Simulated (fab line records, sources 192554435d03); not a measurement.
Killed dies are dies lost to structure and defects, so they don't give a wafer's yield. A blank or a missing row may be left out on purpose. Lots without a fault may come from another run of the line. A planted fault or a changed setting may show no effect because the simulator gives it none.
Chamber matching | flow n5_finfet | N5_BEOL_M11_CMP_52 on cmp-02: 4 sister chambers
The step polishes, stops on SiCOH lowk, t overpolish 7 s, target thk 140 nm. 22 wafers are shown with their chamber, then 11 later ones without.

WAFERS WITH THEIR CHAMBER
wafer  | chamber | motor_current_A (A) | head_pressure_psi (psi) | time_to_endpoint_s (s)
L074.4 | 3       | 6.0                 | 0.9996                  | 64.8
L074.5 | 2       | 6.0                 | 1.0016                  | 61.9
L074.6 | 3       | 6.2                 | 0.9987                  | 67.8
L075.2 | 2       | 6.5                 | 0.9991                  | 65.3
L075.4 | 0       | 5.9                 | 1.0019                  | 68.1
L075.6 | 1       | 6.4                 | 0.9986                  | 69.9
L076.1 | 0       | 5.7                 | 0.9962                  | 68.0
L076.2 | 1       | 5.8                 | 1.0010                  | 68.6
L076.5 | 0       | 6.0                 | 1.0016                  | 67.2
L079.1 | 2       | 6.2                 | 1.0031                  | 64.2
L079.2 | 1       | 6.0                 | 0.9988                  | 65.9
L079.6 | 0       | 6.0                 | 1.0005                  | 65.5
L077.1 | 3       | 6.0                 | 0.9986                  | 64.3
L077.3 | 1       | 5.8                 | 0.9983                  | 65.6
L077.5 | 3       | 5.7                 | 0.9971                  | 66.1
L078.2 | 3       | 6.2                 | 0.9984                  | 64.2
L078.4 | 0       | 6.0                 | 1.0041                  | 63.8
L078.5 | 1       | 6.0                 | 0.9993                  | 63.6
L081.3 | 3       | 6.0                 | 0.9992                  | 62.0
L081.4 | 0       | 5.9                 | 0.9996                  | 62.6
L081.5 | 3       | 5.7                 | 0.9957                  | 62.4
L082.2 | 3       | 5.7                 | 1.0019                  | 65.4

SIGNATURES (means of the wafers above)
reading            | chamber 0 | chamber 1 | chamber 2 | chamber 3 | scatter within a chamber
motor_current_A    | 5.917     | 6.000     | 6.233     | 5.938     | 0.205
head_pressure_psi  | 1.000650  | 0.999200  | 1.001267  | 0.998650  | 0.00199
time_to_endpoint_s | 65.867    | 66.720    | 63.800    | 64.625    | 2.14
Rule: a wafer's distance from a chamber is the root of the sum, over the readings, of the square of ((its reading less the chamber's mean) divided by the reading's scatter). The wafer belongs to the nearest chamber; if the next one is less than 2 further off, it can't be placed. The scatter: the root of (the sum of the squares of (reading less its chamber's mean) over the shown wafers, divided by (wafers less chambers)).

WAFERS WITHOUT THEIR CHAMBER
wafer  | motor_current_A (A) | head_pressure_psi (psi) | time_to_endpoint_s (s)
L082.3 | 5.8                 | 0.9999                  | 69.1
L082.5 | 6.0                 | 1.0004                  | 69.0
L088.1 | 6.0                 | 0.9991                  | 62.3
L088.2 | 6.0                 | 1.0034                  | 63.8
L088.5 | 6.0                 | 1.0015                  | 65.9
L093.1 | 6.0                 | 0.9962                  | 68.3
L093.4 | 6.1                 | 0.9978                  | 66.4
L093.5 | 5.9                 | 0.9986                  | 64.1
L094.1 | 5.9                 | 0.9989                  | 67.1
L094.5 | 5.8                 | 0.9970                  | 67.5
L094.6 | 6.0                 | 0.9989                  | 68.1

WHICH CHAMBER EACH WENT THROUGH
wafer  | from the rows above               | in truth
L082.3 | can't be placed: 1 or 0 or 3 or 2 | 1
L082.5 | can't be placed: 1 or 0 or 3 or 2 | 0
L088.1 | can't be placed: 3 or 2 or 0 or 1 | 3
L088.2 | can't be placed: 2 or 0 or 3 or 1 | 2
L088.5 | can't be placed: 0 or 1 or 2 or 3 | 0
L093.1 | can't be placed: 1 or 3 or 0 or 2 | 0
L093.4 | can't be placed: 1 or 3 or 0 or 2 | 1
L093.5 | can't be placed: 3 or 0 or 1 or 2 | 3
L094.1 | can't be placed: 1 or 0 or 3 or 2 | 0
L094.5 | can't be placed: 1 or 3 or 0 or 2 | 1
L094.6 | can't be placed: 1 or 0 or 3 or 2 | 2
Placed correctly: 0 of 11. Can't be placed from these rows: 11 (the true chamber is among the candidates in 11). Placed wrongly: 0.
